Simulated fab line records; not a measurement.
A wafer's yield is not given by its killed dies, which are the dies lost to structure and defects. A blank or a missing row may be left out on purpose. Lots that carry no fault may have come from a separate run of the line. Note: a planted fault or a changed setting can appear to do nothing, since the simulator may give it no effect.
Lot-split experiment | flow n5_finfet | 21 wafers read across 7 lots, on a route 1938 steps long

== SPLIT DETAILS ==
At N5_BEOL_M2_DESCUM_33 (chemistry O2, time 7 s), the setting time_s was moved away from the recipe's 7 s on 5 of the 21 wafers read, by -21.2% to +10.7%. All remaining wafers had this setting at the recipe value.

== FROM THE SPLIT TO THE READING: what the file shows between them, 3 steps ==
- N5_BEOL_M2_ETCH_77: etches underlayer in N2/H2, target depth 6.5 nm, time 5.2 s
- N5_BEOL_M2_ETCH_69: etches SiARC in CF4, target depth 15.6 nm, time 26 s
- N5_BEOL_M2_ALD_98: deposits SiO2, target thk 2.5 nm, pulse time 1 s, co reactant pulse time 1 s

== THE READING ==
CAR-EUV_of_BEOL_M2_COAT_22.thk_nm (the simulator's own value, which no gauge read), in nm, at N5_BEOL_M2_ETCHBACK_99 (etches SiO2 in CHF3, target depth 5 nm, time 10.4 s). There is no usual value for it anywhere in the file. Here, 16 wafers ran the recipe; their average is 10.4 nm with a standard deviation of 0.078 nm.

wafer  | tool, chamber at the split | time_s as run, s | against the recipe | CAR-EUV_of_BEOL_M2_COAT_22.thk_nm, nm | against lot-mates on the recipe
L076.1 | rie_diel-02, 0,2           | 7                | recipe             | 10.4                                  | -
L076.3 | rie_diel-02, 0,2           | 7                | recipe             | 10.4                                  | -
L076.5 | rie_diel-02, 0             | 7                | recipe             | 10.4                                  | -
L088.2 | rie_diel-01, 0,3           | 7                | recipe             | 10.4                                  | -
L088.3 | rie_diel-01, 0,3           | 7                | recipe             | 10.4                                  | -
L088.4 | rie_diel-01, 2             | 6.173            | -11.8%             | 10.8                                  | +0.4
L089.2 | rie_diel-06, 3,1,2         | 7                | recipe             | 10.2                                  | -
L089.4 | rie_diel-06, 3,1,2         | 7                | recipe             | 10.2                                  | -
L089.3 | rie_diel-06, 3,1,2         | 7                | recipe             | 10.4                                  | -
L091.1 | rie_diel-02, 1,2,0         | 7                | recipe             | 10.4                                  | -
L091.4 | rie_diel-02, 1,2,0         | 7                | recipe             | 10.4                                  | -
L091.6 | rie_diel-02, 1,2,0         | 7                | recipe             | 10.4                                  | -
L092.1 | rie_diel-01, 3             | 5.518            | -21.2%             | 11.2                                  | +0.8
L092.6 | rie_diel-01, 3             | 5.518            | -21.2%             | 11.2                                  | +0.8
L092.3 | rie_diel-01, 0             | 7                | recipe             | 10.4                                  | -
L095.1 | rie_diel-02, 3             | 7                | recipe             | 10.4                                  | -
L095.6 | rie_diel-02, 1             | 7                | recipe             | 10.4                                  | -
L095.4 | rie_diel-02, 2             | 7.749            | +10.7%             | 10.2                                  | -0.2
L096.1 | rie_diel-02, 1             | 5.725            | -18.2%             | 11                                    | +0.7
L096.3 | rie_diel-02, 0             | 7                | recipe             | 10.2                                  | -
L096.4 | rie_diel-02, 2             | 7                | recipe             | 10.4                                  | -
If several chambers appear in one row, that row covers several wafers at once and the file leaves open which wafer was in which chamber.

FIT RESULTS
A straight line over all 21 wafers: CAR-EUV_of_BEOL_M2_COAT_22.thk_nm changes by -0.0356 nm for each +1% of time_s; r = -0.96; the points scatter about the line by 0.09 nm.
The same after taking each lot's own level away (the mean of its wafers on the recipe; 21 wafers): -0.0355 nm for each +1%; r = -0.98; scatter 0.066 nm.
According to that fit, moving time_s by its largest amount changes the reading by 0.75 nm.
The span of the lots' own levels, 10.27 to 10.40 nm, comes to 1.7 times the standard deviation stated above.
So the lot-to-lot level changes the slope little: the two slopes agree.
Check: for one of the wafers moved furthest among these (-21.2%), held out of the fit, the line's prediction against its lot-mates is +0.751 nm. Against them it came out at +0.8 nm.

== OTHER SPLITS ON THESE WAFERS ==
Other splits were also applied to these wafers ahead of the reading. Each is held against what the fit with the lots' levels taken away leaves over:
other split on the same wafers    | wafers away from the commonest value | r with CAR-EUV_of_BEOL_M2_COAT_22.thk_nm (lot level and that fit taken away)
N5_BEOL_M0_SAQP_HM_DEP_111 time_s | 3                                    | +0.34
N5_BEOL_M0_ETCH_128 source_w      | 6                                    | -0.08
N5_BEOL_M0_DEP_125 time_s         | 10                                   | +0.22
N5_BEOL_M2_PECVD_72 time_s        | 7                                    | -0.43
N5_BEOL_M2_EXPOSE_08 dose_mj      | 9                                    | +0.46

== THE WHOLE CHAIN: every reading that the file lists as answering this split, in the file's order ==
step                   | what it does                                         | reading                                                                            | change (the file's fit)                | r (the file's)
N5_BEOL_M2_DESCUM_33   | chemistry O2, time 7 s                               | CAR-EUV_of_BEOL_M2_COAT_22.thk_nm (the simulator's own value, which no gauge read) | -0.0387 nm for each +1% of the setting | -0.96
N5_BEOL_M2_ETCH_69     | etches SiARC in CF4, target depth 15.6 nm, time 26 s | CAR-EUV_of_BEOL_M2_COAT_22.thk_nm (the simulator's own value, which no gauge read) | -0.0377 nm for each +1% of the setting | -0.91
N5_BEOL_M2_ETCHBACK_99 | etches SiO2 in CHF3, target depth 5 nm, time 10.4 s  | CAR-EUV_of_BEOL_M2_COAT_22.thk_nm (the simulator's own value, which no gauge read) | -0.0353 nm for each +1% of the setting | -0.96

== THE FILE'S OWN FIT ==
CAR-EUV_of_BEOL_M2_COAT_22.thk_nm changes by -0.0353 nm for each +1% of time_s, r = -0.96.
